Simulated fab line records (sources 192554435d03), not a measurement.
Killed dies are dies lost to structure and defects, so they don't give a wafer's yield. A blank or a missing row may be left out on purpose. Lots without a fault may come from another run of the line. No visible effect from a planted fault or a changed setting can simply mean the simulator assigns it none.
fab line records	flow n5-finfet
record: lots: 24	wafers: 72	last-day: 18
route steps=1938 shown BEOL_M7@1285
lots that met no fault: taken from a fault-free run of the same line
start-h: hours from the record's opening day to when the first of the lot's shown wafers began	wait-h: hours elapsed since this lot's preceding step	" as in the row above	L1.1+2: several wafers, shown together as one row	- either no value or no given start	* or withheld: withheld	< > ~ a bound
route shown NAME@n: NAME is a module with steps in the file, n the number in the route of the first one	usual: average and standard deviation across the fault-free wafers	same: alike in all rows	chamber/n: place in a boat	sites: the reading at each site	_std_site: how widely they spread, as a standard deviation	_edge_site: the outer-site mean with the inner-site mean subtracted	radius-mm: how far each site lies from the wafer's centre	mask NAME#n: copy n	behind: the tool/chamber that last shaped the wafer	hold: what put the lot on hold/how long, in hours/how the hold closed	device: the transistor (n, p or np) that didn't switch	end of line: the same wafers' tests at the end of the route	a step given without rows: its recipe and nothing more	killed: at the first sort, the dies lost to defects and structure; wafer yield is something else	map: a wafer's dies, marking killed ones x, the rest . and places with no die _
set.NAME: setting as actually run; set.NAME@STEP: the setting as run at that earlier step	model.NAME: the simulator's own value behind a step, which no gauge read
a sample of lots followed through the steps of the route, with each step as a table and each wafer as a row
services: when a tool's chamber went out of use (start-h, in hours from the record's first day, below 0 if earlier), for how many hours, and the reason
== steps ==
step: N5_BEOL_M7_STRIP_19
recipe: chemistry: O2	power-w: 400	temp-c: 40	pressure-mtorr: 30	rf-frequency-hz: 6e+07	bias-power-w: 0	overash-fraction: 0.2	o2-flow-sccm: 225
usual: drypump-motor-current-A: 5.8/0.65	oes-product-au: 0.77/0.084	rf-vpp-V: 3.6/0.6	showerhead-plenum-p-Torr: 2.09/0.067	throttle-valve-pct: 16.6/0.31
lot.wafer	tool	chamber	start-h	wait-h	drypump-motor-current-A	oes-product-au	rf-hours-counter-h	rf-vpp-V	showerhead-plenum-p-Torr	throttle-valve-pct
L074.2	rie-diel-02	2	208.45	0.1	4.7	0.94	10	3.8	2.15	16.5
L074.5	"	0	"	"	5.8	0.69	-	2.9	2.17	17.3
L074.6	"	3	"	"	6.6	0.87	-	4.2	2.04	16.2
L077.1	rie-diel-03	1	219.61	0.1	6.3	0.69	235	4.6	2.15	16.5
L077.3	"	2	"	"	5.6	0.71	215	5.0	2.10	17.1
L077.6	"	0	"	"	5.1	0.69	-	3.9	2.07	17.0
L076.3	rie-diel-02	0	219.74	0.1	5.7	0.69	233	4.0	2.17	17.3
L076.5	"	1	"	"	6.6	0.69	-	3.2	2.17	16.9
L076.6	"	2	"	"	4.7	0.93	-	3.6	2.15	16.5
L075.1	rie-diel-03	3	219.92	0.1	5.8	0.77	107	3.3	2.11	16.4
L075.2	"	2	"	"	5.6	0.71	215	3.6	2.10	17.1
L075.6	"	3	"	"	5.8	0.78	-	4.4	2.11	16.4
L079.1	rie-diel-04	3	223.97	0.1	6.2	0.73	218	3.8	2.05	16.5
L079.4	"	3	"	"	6.2	0.72	-	4.2	2.05	16.6
L079.5	"	2	"	"	5.2	0.73	-	4.9	2.11	16.4
L080.3	rie-diel-04	2	224.10	0.1	5.2	0.73	161	3.2	2.11	16.4
L080.4	"	0	"	"	5.9	0.73	-	4.3	1.93	16.7
L080.5	"	2	"	"	5.2	0.74	-	4.6	2.11	16.4
L078.1	rie-diel-04	3	224.27	0.1	6.2	0.71	218	4.7	2.05	16.5
L078.2	"	0	"	"	5.9	0.73	145	3.4	1.93	16.7
L078.6	"	2	"	"	5.2	0.74	-	4.7	2.11	16.4
L081.1	rie-diel-03	3	250.15	0.2	5.8	0.76	116	4.2	2.11	16.5
L081.2	"	2	"	"	5.6	0.71	225	3.2	2.09	17.1
L081.5	"	2	"	"	5.6	0.71	-	3.3	2.09	17.1
L083.2	rie-diel-02	3	251.84	0.1	6.6	0.85	67	3.4	2.03	16.2
L083.4	"	1	"	"	6.6	0.68	223	3.5	2.16	17.0
L083.6	"	2	"	"	4.7	0.91	-	3.4	2.14	16.5
L084.1	rie-diel-03	2	253.86	0.1	5.6	0.72	226	3.0	2.09	17.1
L084.3	"	3	"	"	5.8	0.77	118	4.1	2.11	16.5
L084.5	"	3	"	"	5.8	0.76	-	2.9	2.11	16.5
L082.2	rie-diel-02	2	254.32	0.1	4.7	0.89	24	3.7	2.14	16.5
L082.5	"	3	"	"	6.6	0.85	-	3.4	2.03	16.2
L082.6	"	0	"	"	5.7	0.69	-	2.6	2.17	17.4
L086.3	rie-diel-02	1	279.04	0.1	6.6	0.67	233	4.2	2.16	17.0
L086.5	"	3	"	"	6.6	0.82	-	3.6	2.03	16.2
L086.6	"	2	"	"	4.7	0.87	-	3.3	2.14	16.5
L088.2	rie-diel-02	3	284.11	0.2	6.6	0.84	81	4.4	2.03	16.3
L088.3	"	2	"	"	4.6	0.87	34	3.7	2.14	16.5
L088.6	"	1	"	"	6.6	0.66	-	4.5	2.16	17.0
L087.2	rie-diel-04	3	286.77	0.2	6.2	0.70	234	3.2	2.04	16.6
L087.4	"	0	"	"	5.9	0.72	163	4.1	1.92	16.7
L087.5	"	3	"	"	6.3	0.71	-	3.0	2.04	16.6
L085.3	rie-diel-02	2	287.22	0.1	4.7	0.86	36	3.4	2.14	16.6
L085.4	"	3	"	"	6.6	0.83	-	3.5	2.03	16.2
L085.5	"	1	"	"	6.6	0.67	-	4.0	2.16	17.0
L090.1	rie-diel-02	1	287.52	0.1	6.6	0.67	237	3.3	2.16	17.0
L090.2	"	2	"	"	4.6	0.88	36	3.3	2.14	16.6
L090.3	"	3	"	"	6.6	0.83	83	3.4	2.03	16.2
L089.1	rie-diel-02	0	296.74	0.1	5.8	0.97	3	3.0	2.16	16.9
L089.3	"	2	"	"	4.7	0.86	40	5.4	2.14	16.5
L089.4	"	1	"	"	6.6	0.65	241	4.6	2.15	17.0
L092.2	rie-diel-04	2	297.06	0.1	5.2	0.72	184	2.6	2.10	16.5
L092.4	"	1	"	"	5.3	0.79	118	3.0	2.02	16.4
L092.5	"	0	"	"	5.9	0.72	-	4.8	1.92	16.7
L091.2	rie-diel-03	0	310.42	0.1	5.1	0.93	11	4.4	2.07	16.6
L091.4	"	3	"	"	5.8	0.75	133	3.6	2.10	16.5
L091.6	"	3	"	"	5.8	0.74	-	3.3	2.10	16.5
L095.4	rie-diel-04	3	323.06	0.2	6.2	0.71	-	2.7	2.04	16.6
L095.5	"	2	"	"	5.2	0.71	-	3.2	2.10	16.5
L095.6	"	1	"	"	5.3	0.79	-	4.3	2.02	16.4
L093.2	rie-diel-04	2	323.22	0.1	5.2	0.71	191	3.8	2.10	16.5
L093.3	"	3	"	"	6.2	0.70	245	3.1	2.04	16.6
L093.4	"	3	"	"	6.3	0.71	-	3.4	2.04	16.6
L094.3	rie-diel-03	3	323.47	0.1	5.8	0.75	137	3.8	2.10	16.5
L094.4	"	3	"	"	5.8	0.74	-	4.6	2.10	16.5
L094.6	"	2	"	"	5.6	0.70	-	3.3	2.09	17.1
L096.2	rie-diel-02	0	337.97	0.1	5.7	0.94	15	2.9	2.16	16.9
L096.3	"	3	"	"	6.6	0.81	97	3.0	2.02	16.3
L096.5	"	0	"	"	5.7	0.94	-	4.0	2.16	16.9
L097.1	rie-diel-02	2	356.97	0.2	4.7	0.84	56	3.1	2.13	16.6
L097.4	"	1	"	"	6.6	0.95	3	3.7	2.15	16.6
L097.5	"	0	"	"	5.7	0.93	-	2.2	2.16	16.9
step: N5_BEOL_M7_STRIP_80
recipe: chemistry: N2/H2	time-s: 10	power-w: 450	temp-c: 40	pressure-mtorr: 20	rf-frequency-hz: 6e+07	bias-power-w: 7	n2-flow-sccm: 200	h2-flow-sccm: 200
usual: drypump-motor-current-A: 5.8/0.56	oes-product-au: 0.77/0.089	rf-vpp-V: 59.1/0.77	showerhead-plenum-p-Torr: 2.52/0.077	throttle-valve-pct: 23.59/0.28
lot.wafer	tool	chamber	start-h	wait-h	drypump-motor-current-A	oes-product-au	rf-hours-counter-h	rf-vpp-V	showerhead-plenum-p-Torr	throttle-valve-pct
L074.2	rie-diel-04	0	-	-	5.9	0.74	141	59.0	2.35	23.68
L074.5	"	2	"	"	5.2	0.74	-	59.3	2.53	23.40
L074.6	"	3	"	"	6.2	0.72	-	58.2	2.50	23.53
L077.1	rie-diel-03	0	-	-	5.1	0.69	245	58.5	2.49	23.96
L077.3	"	2	"	"	5.6	0.72	216	58.3	2.49	23.87
L077.6	"	2	"	"	5.6	0.72	-	59.2	2.49	23.86
L076.3	rie-diel-04	0	-	-	5.9	0.74	143	59.3	2.35	23.67
L076.5	"	3	"	"	6.2	0.72	-	59.4	2.50	23.54
L076.6	"	2	"	"	5.2	0.75	-	58.9	2.53	23.39
L075.1	rie-diel-03	2	-	-	5.6	0.72	216	59.2	2.49	23.87
L075.2	"	3	"	"	5.8	0.78	108	59.5	2.57	23.63
L075.6	"	1	"	"	6.3	0.68	-	60.4	2.61	23.32
L080.3	rie-diel-04	3	-	-	6.2	0.72	218	59.1	2.50	23.54
L080.4	"	2	"	"	5.2	0.73	-	58.6	2.53	23.39
L080.5	"	0	"	"	5.9	0.73	-	59.8	2.35	23.68
L078.1	rie-diel-02	1	-	-	6.6	0.68	216	59.3	2.63	23.92
L078.2	"	2	"	"	4.7	0.91	15	60.1	2.59	23.46
L078.6	"	1	"	"	6.6	0.68	-	59.4	2.63	23.91
L079.1	rie-diel-03	0	-	-	5.1	0.68	247	59.2	2.49	23.98
L079.4	"	3	"	"	5.8	0.76	110	59.1	2.57	23.64
L079.5	"	1	"	"	6.3	0.68	-	59.9	2.61	23.31
L081.1	rie-diel-03	3	-	-	5.8	0.76	117	59.5	2.57	23.64
L081.2	"	2	"	"	5.6	0.71	226	58.1	2.49	23.87
L081.5	"	1	"	"	6.3	0.68	-	59.4	2.60	23.33
L083.2	rie-diel-04	1	-	-	5.3	0.81	105	59.0	2.45	23.46
L083.4	"	2	"	"	5.2	0.73	170	58.9	2.52	23.42
L083.6	"	3	"	"	6.2	0.72	-	59.4	2.50	23.54
L084.1	rie-diel-03	1	-	-	6.3	0.68	247	57.8	2.60	23.32
L084.3	"	2	"	"	5.6	0.71	227	58.8	2.49	23.87
L084.5	"	2	"	"	5.6	0.71	-	58.3	2.49	23.89
L082.2	rie-diel-03	3	-	-	5.8	0.77	119	58.0	2.57	23.63
L082.5	"	1	"	"	6.3	0.68	-	58.5	2.60	23.30
L082.6	"	2	"	"	5.7	0.71	-	58.2	2.49	23.89
L086.3	rie-diel-02	1	-	-	6.6	0.67	233	59.9	2.62	23.93
L086.5	"	3	"	"	6.6	0.83	-	60.3	2.45	23.05
L086.6	"	2	"	"	4.7	0.88	-	59.7	2.58	23.50
L088.2	rie-diel-04	1	-	-	5.3	0.80	115	58.4	2.45	23.48
L088.3	"	2	"	"	5.2	0.72	180	59.0	2.52	23.42
L088.6	"	3	"	"	6.3	0.71	-	59.0	2.49	23.56
L085.3	rie-diel-03	2	-	-	5.6	0.71	234	59.1	2.48	23.88
L085.4	"	1	"	"	6.3	0.96	-	59.1	2.60	23.03
L085.5	"	2	"	"	5.6	0.71	-	58.7	2.48	23.88
L087.2	rie-diel-04	1	-	-	5.3	0.79	116	58.6	2.45	23.47
L087.4	"	0	"	"	5.9	0.72	163	60.0	2.35	23.70
L087.5	"	0	"	"	5.9	0.72	-	58.5	2.35	23.70
L090.1	rie-diel-03	2	-	-	5.6	0.70	234	59.6	2.48	23.89
L090.2	"	1	"	"	6.3	0.96	1	59.4	2.60	23.01
L090.3	"	3	"	"	5.8	0.75	126	59.9	2.56	23.64
L092.2	rie-diel-04	2	-	-	5.2	0.72	184	60.8	2.52	23.43
L092.4	"	3	"	"	6.2	0.71	238	60.0	2.49	23.55
L092.5	"	1	"	"	5.3	0.80	-	59.0	2.45	23.48
L089.1	rie-diel-02	2	-	-	4.6	0.87	40	60.4	2.58	23.50
L089.3	"	0	"	"	5.8	0.97	4	59.2	2.61	24.02
L089.4	"	1	"	"	6.6	0.66	242	59.3	2.62	23.96
L091.2	rie-diel-03	1	-	-	6.3	0.92	9	60.3	2.60	23.05
L091.4	"	2	"	"	5.6	0.70	242	59.0	2.48	23.90
L091.6	"	2	"	"	5.6	0.70	-	58.5	2.48	23.90
L094.3	rie-diel-03	2	-	-	5.6	0.70	246	60.3	2.48	23.89
L094.4	"	1	"	"	6.3	0.91	-	60.9	2.60	23.06
L094.6	"	3	"	"	5.9	0.74	-	60.0	2.56	23.67
L095.4	rie-diel-04	2	-	-	5.2	0.71	-	58.6	2.51	23.43
L095.5	"	1	"	"	5.3	0.78	-	59.3	2.44	23.50
L095.6	"	3	"	"	6.3	0.70	-	57.6	2.49	23.58
L093.2	rie-diel-02	3	-	-	6.6	0.82	93	59.4	2.44	23.06
L093.3	"	2	"	"	4.6	0.85	46	59.9	2.58	23.51
L093.4	"	1	"	"	6.6	0.65	248	60.2	2.62	23.95
L096.2	rie-diel-02	2	-	-	4.7	0.85	53	59.6	2.57	23.51
L096.3	"	0	"	"	5.8	0.93	17	60.4	2.61	24.03
L096.5	"	0	"	"	5.7	0.93	-	59.2	2.61	24.01
L097.1	rie-diel-02	3	-	-	6.7	0.81	104	58.7	2.44	23.09
L097.4	"	0	"	"	5.7	0.91	23	59.4	2.61	24.04
L097.5	"	2	"	"	4.6	0.84	-	61.1	2.57	23.55
step: N5_BEOL_M7_OCD_MEAS_38
usual: trench-depth-nm: 92.8/1.5
lot.wafer	tool	chamber	start-h	wait-h	trench-depth-nm
L074.2	ocd-02	-	212.56	-	91.6
L074.5	"	-	"	"	91.0
L074.6	"	-	"	"	93.8
L077.1	ocd-02	-	220.54	-	92.1
L077.3	"	-	"	"	92.3
L077.6	"	-	"	"	93.1
L076.3	ocd-01	-	220.68	-	92.0
L076.5	"	-	"	"	93.9
L076.6	"	-	"	"	92.1
L075.1	ocd-02	-	220.97	-	91.7
L075.2	"	-	"	"	94.0
L075.6	"	-	"	"	93.2
L080.3	ocd-02	-	225.72	-	94.3
L080.4	"	-	"	"	93.2
L080.5	"	-	"	"	92.8
L078.1	ocd-02	-	225.77	-	90.9
L078.2	"	-	"	"	94.4
L078.6	"	-	"	"	90.3
L079.1	ocd-02	-	226.41	-	91.6
L079.4	"	-	"	"	93.8
L079.5	"	-	"	"	91.4
L081.1	ocd-02	-	253.03	-	94.0
L081.2	"	-	"	"	91.8
L081.5	"	-	"	"	91.8
L083.2	ocd-02	-	253.32	-	93.9
L083.4	"	-	"	"	91.8
L083.6	"	-	"	"	94.0
L084.1	ocd-01	-	254.93	-	91.6
L084.3	"	-	"	"	91.1
L084.5	"	-	"	"	90.4
L082.2	ocd-02	-	255.33	-	94.3
L082.5	"	-	"	"	93.4
L082.6	"	-	"	"	91.7
L086.3	ocd-02	-	280.34	-	91.0
L086.5	"	-	"	"	94.6
L086.6	"	-	"	"	94.3
L088.2	ocd-01	-	286.12	-	93.5
L088.3	"	-	"	"	90.3
L088.6	"	-	"	"	92.7
L085.3	ocd-01	-	288.39	-	93.7
L085.4	"	-	"	"	95.8
L085.5	"	-	"	"	93.0
L087.2	ocd-01	-	288.69	-	92.5
L087.4	"	-	"	"	91.3
L087.5	"	-	"	"	91.2
L090.1	ocd-02	-	288.78	-	92.4
L090.2	"	-	"	"	95.4
L090.3	"	-	"	"	93.3
L092.2	ocd-01	-	299.28	-	90.7
L092.4	"	-	"	"	93.6
L092.5	"	-	"	"	94.3
L089.1	ocd-02	-	299.62	-	96.0
L089.3	"	-	"	"	92.5
L089.4	"	-	"	"	91.0
L091.2	ocd-02	-	311.48	-	95.2
L091.4	"	-	"	"	91.6
L091.6	"	-	"	"	92.5
L094.3	ocd-02	-	324.79	-	91.1
L094.4	"	-	"	"	94.1
L094.6	"	-	"	"	93.8
L095.4	ocd-01	-	324.83	-	89.6
L095.5	"	-	"	"	92.3
L095.6	"	-	"	"	93.5
L093.2	ocd-01	-	325.05	-	95.4
L093.3	"	-	"	"	96.6
L093.4	"	-	"	"	91.2
L096.2	ocd-01	-	342.17	-	95.4
L096.3	"	-	"	"	92.8
L096.5	"	-	"	"	92.3
L097.1	ocd-02	-	360.86	-	93.8
L097.4	"	-	"	"	92.0
L097.5	"	-	"	"	94.5
step: N5_BEOL_M7_CD_MEAS_35
recipe: target-cd-nm: 40	polarity: opening
usual: cd-nm: 40.1/0.54
lot.wafer	tool	chamber	start-h	wait-h	cd-nm
L074.2	cd-sem-03	-	212.71	0.0	39.6
L074.5	"	-	"	"	39.9
L074.6	"	-	"	"	39.3
L077.1	cd-sem-02	-	220.69	0.0	40.1
L077.3	"	-	"	"	40.7
L077.6	"	-	"	"	40.2
L076.3	cd-sem-01	-	220.84	0.0	39.4
L076.5	"	-	"	"	39.6
L076.6	"	-	"	"	39.8
L075.1	cd-sem-03	-	221.12	0.0	39.5
L075.2	"	-	"	"	40.2
L075.6	"	-	"	"	39.9
L080.3	cd-sem-02	-	225.88	0.0	41.3
L080.4	"	-	"	"	40.7
L080.5	"	-	"	"	38.8
L078.1	cd-sem-02	-	225.93	0.0	40.1
L078.2	"	-	"	"	40.7
L078.6	"	-	"	"	40.4
L079.1	cd-sem-02	-	226.57	0.0	39.9
L079.4	"	-	"	"	40.3
L079.5	"	-	"	"	40.6
L081.1	cd-sem-01	-	253.28	0.0	40.2
L081.2	"	-	"	"	39.7
L081.5	"	-	"	"	40.6
L083.2	cd-sem-01	-	253.57	0.0	40.3
L083.4	"	-	"	"	39.1
L083.6	"	-	"	"	40.1
L084.1	cd-sem-03	-	255.08	0.0	41.3
L084.3	"	-	"	"	40.4
L084.5	"	-	"	"	40.5
L082.2	cd-sem-02	-	255.58	0.0	41.8
L082.5	"	-	"	"	40.7
L082.6	"	-	"	"	40.2
L086.3	cd-sem-01	-	280.49	0.0	39.8
L086.5	"	-	"	"	40.1
L086.6	"	-	"	"	40.0
L088.2	cd-sem-03	-	286.27	0.0	39.4
L088.3	"	-	"	"	40.0
L088.6	"	-	"	"	39.7
L085.3	cd-sem-03	-	288.54	0.0	40.2
L085.4	"	-	"	"	39.6
L085.5	"	-	"	"	40.1
L087.2	cd-sem-02	-	288.85	0.0	40.2
L087.4	"	-	"	"	40.0
L087.5	"	-	"	"	40.5
L090.1	cd-sem-01	-	288.94	0.0	40.1
L090.2	"	-	"	"	39.7
L090.3	"	-	"	"	38.8
L092.2	cd-sem-01	-	299.43	0.0	40.7
L092.4	"	-	"	"	40.4
L092.5	"	-	"	"	40.9
L089.1	cd-sem-03	-	299.77	0.0	40.1
L089.3	"	-	"	"	40.4
L089.4	"	-	"	"	40.5
L091.2	cd-sem-02	-	311.63	0.0	39.8
L091.4	"	-	"	"	39.6
L091.6	"	-	"	"	39.9
L094.3	cd-sem-02	-	324.95	0.0	39.9
L094.4	"	-	"	"	39.9
L094.6	"	-	"	"	40.1
L095.4	cd-sem-02	-	324.98	0.0	39.6
L095.5	"	-	"	"	40.4
L095.6	"	-	"	"	39.4
L093.2	cd-sem-03	-	325.21	0.0	40.3
L093.3	"	-	"	"	40.1
L093.4	"	-	"	"	39.9
L096.2	cd-sem-01	-	342.32	0.0	39.9
L096.3	"	-	"	"	40.5
L096.5	"	-	"	"	40.0
L097.1	cd-sem-01	-	361.01	0.0	40.5
L097.4	"	-	"	"	40.6
L097.5	"	-	"	"	39.3
step: N5_BEOL_M7_PRE_CLEAN_45
recipe: gas: H2/He	time-s: 30	temp-c: 250
usual: heater-power-w: 337/22	susceptor-temp-C: 249.97/0.17
lot.wafer	tool	chamber	start-h	wait-h	heater-power-w	susceptor-temp-C
L074.2	pvd-sputter-02	-	214.85	0.0	331	249.89
L074.5	"	-	"	"	372	249.98
L074.6	"	-	"	"	322	250.06
L077.1	pvd-sputter-02	-	221.17	0.0	336	249.80
L077.3	"	-	"	"	367	249.67
L077.6	"	-	"	"	336	249.91
L076.3	pvd-sputter-02	-	221.25	0.0	337	250.07
L076.5	"	-	"	"	348	249.68
L076.6	"	-	"	"	326	250.04
L075.1	pvd-sputter-02	-	221.73	0.0	333	249.86
L075.2	"	-	"	"	369	250.26
L075.6	"	-	"	"	342	250.00
L080.3	pvd-sputter-02	-	226.45	0.0	374	250.19
L080.4	"	-	"	"	338	249.90
L080.5	"	-	"	"	346	250.31
L078.1	pvd-sputter-01	-	226.46	0.0	319	249.92
L078.2	"	-	"	"	302	250.00
L078.6	"	-	"	"	341	249.95
L079.1	pvd-sputter-01	-	228.58	0.0	318	250.21
L079.4	"	-	"	"	313	249.61
L079.5	"	-	"	"	344	250.15
L081.1	pvd-sputter-02	-	253.97	0.0	334	250.06
L081.2	"	-	"	"	331	249.97
L081.5	"	-	"	"	341	249.85
L083.2	pvd-sputter-02	-	254.09	0.0	376	249.97
L083.4	"	-	"	"	324	250.15
L083.6	"	-	"	"	333	249.91
L084.1	pvd-sputter-01	-	255.75	0.0	318	250.17
L084.3	"	-	"	"	345	250.13
L084.5	"	-	"	"	311	249.88
L082.2	pvd-sputter-03	-	256.09	0.0	298	249.87
L082.5	"	-	"	"	386	250.19
L082.6	"	-	"	"	320	249.97
L086.3	pvd-sputter-02	-	282.88	0.0	377	250.00
L086.5	"	-	"	"	327	249.56
L086.6	"	-	"	"	373	250.15
L088.2	pvd-sputter-02	-	286.69	0.0	345	249.69
L088.3	"	-	"	"	334	250.13
L088.6	"	-	"	"	319	250.12
L085.3	pvd-sputter-03	-	288.94	0.0	310	250.09
L085.4	"	-	"	"	301	250.16
L085.5	"	-	"	"	317	250.06
L087.2	pvd-sputter-02	-	289.39	0.0	342	250.01
L087.4	"	-	"	"	321	249.87
L087.5	"	-	"	"	375	250.35
L090.1	pvd-sputter-02	-	289.47	0.0	380	250.06
L090.2	"	-	"	"	332	250.35
L090.3	"	-	"	"	328	249.85
L092.2	pvd-sputter-02	-	300.03	0.0	367	250.25
L092.4	"	-	"	"	333	249.80
L092.5	"	-	"	"	334	249.90
L089.1	pvd-sputter-02	-	300.51	0.0	343	249.92
L089.3	"	-	"	"	381	249.96
L089.4	"	-	"	"	332	249.98
L091.2	pvd-sputter-01	-	312.68	0.0	343	249.92
L091.4	"	-	"	"	327	249.90
L091.6	"	-	"	"	310	250.10
L094.3	pvd-sputter-02	-	325.41	0.0	388	249.92
L094.4	"	-	"	"	381	249.97
L094.6	"	-	"	"	335	249.99
L095.4	pvd-sputter-03	-	325.49	0.0	309	249.75
L095.5	"	-	"	"	313	250.07
L095.6	"	-	"	"	299	249.70
L093.2	pvd-sputter-03	-	325.65	0.0	379	249.67
L093.3	"	-	"	"	307	249.90
L093.4	"	-	"	"	323	250.10
L096.2	pvd-sputter-01	-	342.82	0.0	335	249.97
L096.3	"	-	"	"	354	249.56
L096.5	"	-	"	"	351	249.79
L097.1	pvd-sputter-01	-	361.69	0.0	349	250.02
L097.4	"	-	"	"	336	250.17
L097.5	"	-	"	"	345	249.94
step: N5_BEOL_M7_CMP_52
recipe: stop-on: SiCOH_lowk	t-overpolish-s: 6.9	down-force-psi: 1	platen-rpm: 50	clearing-platen-down-force-psi: 1.5	clearing-platen-rpm: 50	post-cmp-clean: cu-alkaline	target-thk-nm: 80	clearing-platen-pad-velocity-m-s: 0.99484	pad-velocity-m-s: 0.99484
usual: barrier-field-endpoint-s: 29.0/0.81	motor-current-A: 6.1/0.66	overpolish-run-s: 6.899/0.0092	time-to-endpoint-s: 61/3.2
lot.wafer	tool	chamber	start-h	wait-h	barrier-field-endpoint-s	motor-current-A	overpolish-run-s	time-to-endpoint-s
L074.2	cmp-01	1	216.04	0.3	27.2	6.8	6.892	59
L074.6	"	2	"	"	27.9	6.4	6.884	55
L074.5	"	3	"	"	29.7	6.9	6.896	63
L076.3	cmp-04	3	222.51	0.2	27.8	6.9	6.904	59
L076.5	"	3	"	"	28.1	6.9	6.903	61
L076.6	"	0	"	"	28.4	6.6	6.908	59
L077.3	cmp-02	0	222.52	0.2	28.4	5.3	6.917	63
L077.1	"	1	"	"	28.2	5.2	6.898	62
L077.6	"	3	"	"	29.4	5.6	6.900	67
L075.1	cmp-04	2	223.24	0.3	28.3	6.2	6.894	61
L075.2	"	0	"	"	29.3	6.6	6.898	64
L075.6	"	1	"	"	27.9	5.6	6.906	58
L080.3	cmp-01	1	229.13	0.2	29.1	6.6	6.895	63
L080.4	"	2	"	"	28.5	6.4	6.885	57
L080.5	"	2	"	"	29.1	6.3	6.904	59
L078.2	cmp-04	3	229.58	0.2	29.4	7.2	6.905	63
L078.1	"	1	"	"	28.6	5.7	6.889	58
L078.6	"	3	"	"	29.4	6.9	6.879	64
L079.4	cmp-01	3	229.78	0.1	28.9	6.9	6.895	61
L079.1	"	0	"	"	29.3	5.1	6.894	66
L079.5	"	3	"	"	28.1	7.1	6.906	59
L081.1	cmp-02	1	255.40	0.3	28.8	5.0	6.916	63
L081.2	"	3	"	"	29.3	5.6	6.909	66
L081.5	"	2	"	"	29.2	5.3	6.892	65
L083.2	cmp-02	2	255.71	0.2	29.1	5.4	6.893	64
L083.4	"	0	"	"	28.4	5.5	6.910	58
L083.6	"	2	"	"	30.2	5.4	6.895	64
L084.1	cmp-01	1	257.41	0.3	28.4	6.5	6.905	63
L084.3	"	3	"	"	29.1	6.6	6.910	64
L084.5	"	2	"	"	28.1	6.4	6.889	58
L082.2	cmp-01	0	258.86	0.3	30.3	5.3	6.893	68
L082.5	"	2	"	"	28.5	6.4	6.903	57
L082.6	"	3	"	"	31.0	7.3	6.888	65
L086.3	cmp-01	2	285.69	0.2	27.8	6.5	6.903	57
L086.5	"	1	"	"	30.0	6.3	6.902	64
L086.6	"	2	"	"	29.5	6.5	6.912	57
L088.3	cmp-02	1	289.56	0.2	30.1	5.1	6.893	65
L088.2	"	3	"	"	29.4	5.8	6.903	65
L088.6	"	0	"	"	28.5	5.3	6.896	58
L085.4	cmp-04	1	292.00	0.1	29.5	5.4	6.894	61
L085.3	"	2	"	"	28.2	6.4	6.904	60
L085.5	"	2	"	"	28.4	6.5	6.908	62
L090.1	cmp-04	1	293.10	0.3	28.9	5.6	6.899	62
L090.3	"	2	"	"	28.4	6.4	6.889	61
L090.2	"	3	"	"	30.0	7.0	6.898	64
L087.4	cmp-01	2	293.57	0.2	27.8	6.0	6.899	55
L087.2	"	3	"	"	27.6	7.0	6.898	60
L087.5	"	1	"	"	28.9	6.1	6.904	57
L092.2	cmp-04	1	305.04	0.2	30.0	5.5	6.907	60
L092.4	"	2	"	"	29.7	6.5	6.893	62
L092.5	"	1	"	"	28.7	5.4	6.892	63
L089.3	cmp-02	0	305.31	0.2	27.7	5.1	6.908	57
L089.4	"	1	"	"	29.2	5.0	6.890	62
L089.1	"	3	"	"	28.7	5.9	6.891	65
L091.4	cmp-04	0	315.69	0.1	28.5	6.2	6.899	63
L091.2	"	2	"	"	28.8	6.5	6.898	63
L091.6	"	0	"	"	29.1	6.8	6.916	63
L094.4	cmp-01	3	330.06	0.1	28.8	6.9	6.909	64
L094.3	"	1	"	"	28.3	6.3	6.900	60
L094.6	"	0	"	"	29.7	5.4	6.919	62
L095.4	cmp-01	1	330.42	0.2	29.5	6.0	6.898	59
L095.6	"	3	"	"	28.6	6.6	6.902	60
L095.5	"	0	"	"	29.3	5.3	6.908	63
L093.4	cmp-04	2	331.05	0.1	28.7	6.5	6.892	60
L093.3	"	3	"	"	29.5	6.9	6.898	65
L093.2	"	1	"	"	29.5	5.5	6.894	60
L096.2	cmp-01	3	344.88	0.4	29.7	6.9	6.916	64
L096.3	"	0	"	"	28.8	5.2	6.908	63
L096.5	"	2	"	"	28.6	6.0	6.894	57
L097.4	cmp-01	1	364.10	0.2	29.5	6.1	6.902	58
L097.1	"	3	"	"	29.2	6.6	6.908	61
L097.5	"	1	"	"	28.6	6.4	6.913	59
== services ==
tool	chamber	start-h	hours	kind
rie-diel-04	1	209.51	16.5	repair
cmp-04	-	234.55	4.6	pm
rie-diel-02	0	238.33	5.8	repair
cmp-02	-	245.11	0.5	repair
cmp-02	-	258.02	6.3	pm
cmp-01	-	263.32	4.0	pm
cmp-01	-	271.26	0.5	repair
rie-diel-03	-	271.55	14.6	pm
cmp-02	-	272.79	0.7	repair
cmp-01	-	273.23	6.1	pm
rie-diel-02	0	274.53	-	clean
rie-diel-02	0	274.53	-	consumable-replace:focus-ring
rie-diel-02	0	274.53	14.8	scheduled-down
rie-diel-02	0	274.53	14.8	vent-cycle
cmp-02	-	314.61	3.1	repair
rie-diel-03	0	318.78	21.1	repair
rie-diel-04	0	319.25	5.6	repair
cmp-02	-	326.60	5.2	pm
rie-diel-02	1	330.24	-	clean
rie-diel-02	1	330.24	-	consumable-replace:focus-ring
cmp-01	-	338.09	1.4	repair
cmp-04	-	339.24	4.0	pm
cmp-02	-	357.46	8.7	repair
pvd-sputter-02	-	357.48	4.6	repair
== key ==
fault none
